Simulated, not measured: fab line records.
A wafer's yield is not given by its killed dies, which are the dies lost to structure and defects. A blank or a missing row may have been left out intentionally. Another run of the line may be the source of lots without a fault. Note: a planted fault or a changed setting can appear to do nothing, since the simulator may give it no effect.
Comparing a struck lot with a sound one || flow nandHarc || 14 out of 1302 route steps
Sound: wafers L334.1, L334.3, L334.6. Wafers struck: L348.3, L348.5, L348.6. Last of all comes the cause.
Each step with rows lists, per side, the tool, then ch with its chambers, then its first start. Under that, the readings that differ: sound wafers || struck wafers || difference of the means || sigmas: that difference in standard deviations of wafers without a fault.
alike: readings with means less than 2 such deviations apart, plus words and numbers identical on both sides. not compared: withheld readings, readings lacking a value on some wafer, bounds such as >300 that could conceal the same value, and numbers that have no deviation in the record and whose values overlap.
Wherever a step has rows on one side only, a row that says differs or no value, or a row with sigmas, the two part there. Numbers that don't overlap but have no deviation are shown without sigmas and don't part them. Lack of a reading on every wafer of one side parts them only where that side has two or more wafers.

NHARC_A_WL_FILL_STRIP_27: strips in N2/H2, time 20 s.
  sound on plasmaAsher-02 ch 0,1, day 22 19:41; struck on plasmaAsher-02 ch 0,1, day 28 08:49
  alike: drypumpMotorCurrentA, heaterPowerW
  not compared: rfHoursCounterH
then, 4 steps without rows for these wafers: NHARC_A_WL_FILL_STRIP_28 (strips in post etch residue remover, time 1200 s); NHARC_A_WL_FILL_PRECLEAN_06 (cleans in DIW, time 300 s); NHARC_A_WL_FILL_SRD_07; NHARC_A_WL_FILL_ANNEAL_08 (time 1800 s).
NHARC_A_WL_FILL_ALD_10: deposits SiO2, target thk 50 nm, pulse time 10 s, ald cycles 500.
  sound on aldHk-01 ch 0,1,2, day 23 02:03; struck on aldHk-01 ch 0,2,3, day 28 16:22
  alike: heaterPowerW, precursorPulseHeightRel
NHARC_A_WL_FILL_ETCHBACK_16: etches the open film in C4F8/O2/Ar, target depth 120 nm, time 24 s.
  sound on rieDiel-13 ch 0,1; struck on rieDiel-13 ch 0,1,2
  alike: biasW, oesProductAu, rfVppV
  not compared: rfHoursCounterH
then, 1 step without rows for these wafers: NHARC_A_WL_FILL_STRIP_29 (strips in O2, time 20 s).
NHARC_A_WL_FILL_ETCHBACK_17: etches the open film in Cl2/BCl3, target depth 4 nm, time 26.7 s.
  sound on rieMetal-02 ch 0,1, day 23 05:52; struck on rieMetal-01 ch 0,1, day 28 19:41
{"reading": "oesProductAu (a.u.)", "sound": "1.028 1.022 1.015", "struck": "0.999 0.990 0.995", "difference": -0.027, "sigmas": -2}
  alike: drypumpMotorCurrentA
  not compared: rfHoursCounterH
then, 2 steps without rows for these wafers: NHARC_A_WL_FILL_PRECLEAN_18 (cleans in dHF, time 30 s); NHARC_A_WL_FILL_SRD_21.
NHARC_A_WL_FILL_CVD_23: deposits poly-Si, target thk 40 nm, time 800 s.
  sound on lpcvdPoly-02 ch 0, day 23 08:31; struck on lpcvdPoly-04 ch 0, day 30 04:19
NHARC_A_WL_FILL_ETCHBACK_26: etches the open film in HBr, target depth 52 nm, time 13.3 s.
  sound on rieSi-01 ch 0,1,2, day 23 11:06; struck on rieSi-06 ch 0,3, day 30 06:53
  alike: biasW, drypumpMotorCurrentA, oesProductAu, throttleValvePct
  not compared: rfHoursCounterH
-- break in the record here, with 3 days between the starts of the struck wafers on either side (left off in module A_WL_FILL, picked up again in module END, where the first step shown is number 1302 on the route) --
NHARC_END_SORT_01:
  only the struck wafers appear in the record here, on prober-01 ch 0 at day 33 15:47; the sound ones have no rows

== WHERE THEY PART ==
First at NHARC_A_WL_FILL_ETCHBACK_17; last, within this record, at NHARC_END_SORT_01.

WHY: whatever the simulator had introduced
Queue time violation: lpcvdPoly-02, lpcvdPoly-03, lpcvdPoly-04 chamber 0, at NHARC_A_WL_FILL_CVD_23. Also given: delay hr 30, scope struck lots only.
